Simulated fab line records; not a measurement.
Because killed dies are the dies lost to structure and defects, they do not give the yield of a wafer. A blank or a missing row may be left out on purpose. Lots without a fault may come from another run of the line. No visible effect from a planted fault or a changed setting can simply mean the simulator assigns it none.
Chamber matching / flow n5Finfet / rieDiel-02 running N5_SD_EPI_P_DESCUM_14: 4 sister chambers
The step chemistry O2, time 7.9 s. 8 wafers are shown with their chamber, then 7 later ones without.

## WAFERS WITH THEIR CHAMBER
wafer=L074.1; chamber=2; throttleValvePct (%)=20.73; showerheadPlenumPTorr (Torr)=1.95
wafer=L074.2; chamber=0; throttleValvePct (%)=20.52; showerheadPlenumPTorr (Torr)=2.09
wafer=L079.3; chamber=0; throttleValvePct (%)=20.52; showerheadPlenumPTorr (Torr)=2.08
wafer=L080.5; chamber=1; throttleValvePct (%)=20.03; showerheadPlenumPTorr (Torr)=1.99
wafer=L082.4; chamber=3; throttleValvePct (%)=20.23; showerheadPlenumPTorr (Torr)=2.21
wafer=L082.6; chamber=1; throttleValvePct (%)=20.04; showerheadPlenumPTorr (Torr)=1.99
wafer=L090.1; chamber=3; throttleValvePct (%)=20.24; showerheadPlenumPTorr (Torr)=2.20
wafer=L090.4; chamber=2; throttleValvePct (%)=20.77; showerheadPlenumPTorr (Torr)=1.94

## WAFERS MISSING THEIR CHAMBER
wafer=L090.6; throttleValvePct (%)=20.56; showerheadPlenumPTorr (Torr)=2.08
wafer=L092.4; throttleValvePct (%)=20.08; showerheadPlenumPTorr (Torr)=1.99
wafer=L092.5; throttleValvePct (%)=20.07; showerheadPlenumPTorr (Torr)=1.99
wafer=L092.6; throttleValvePct (%)=20.76; showerheadPlenumPTorr (Torr)=1.94
wafer=L093.3; throttleValvePct (%)=20.78; showerheadPlenumPTorr (Torr)=1.94
wafer=L093.4; throttleValvePct (%)=20.24; showerheadPlenumPTorr (Torr)=2.20
wafer=L093.5; throttleValvePct (%)=20.78; showerheadPlenumPTorr (Torr)=1.94

## EACH ONE'S CHAMBER
wafer=L090.6; from the rows above=0; in truth=0
wafer=L092.4; from the rows above=1; in truth=1
wafer=L092.5; from the rows above=1; in truth=1
wafer=L092.6; from the rows above=2; in truth=2
wafer=L093.3; from the rows above=2; in truth=2
wafer=L093.4; from the rows above=3; in truth=3
wafer=L093.5; from the rows above=2; in truth=2
7 of 7 placed correctly. Not placeable from these rows: 0. Wrongly placed: 0.
How it was worked out, from the rows above alone: a wafer's distance from a chamber is the root of the sum, over the readings, of the square of ((its reading less the chamber's mean) divided by the reading's scatter). The wafer belongs to the nearest chamber; if the next one is less than 2 further off, it can't be placed. Each chamber's mean is taken over the wafers shown for it. How the scatter is found: for the shown wafers, subtract from each reading the mean of its chamber, square and add these, divide the total by (wafers less chambers), then take the root.
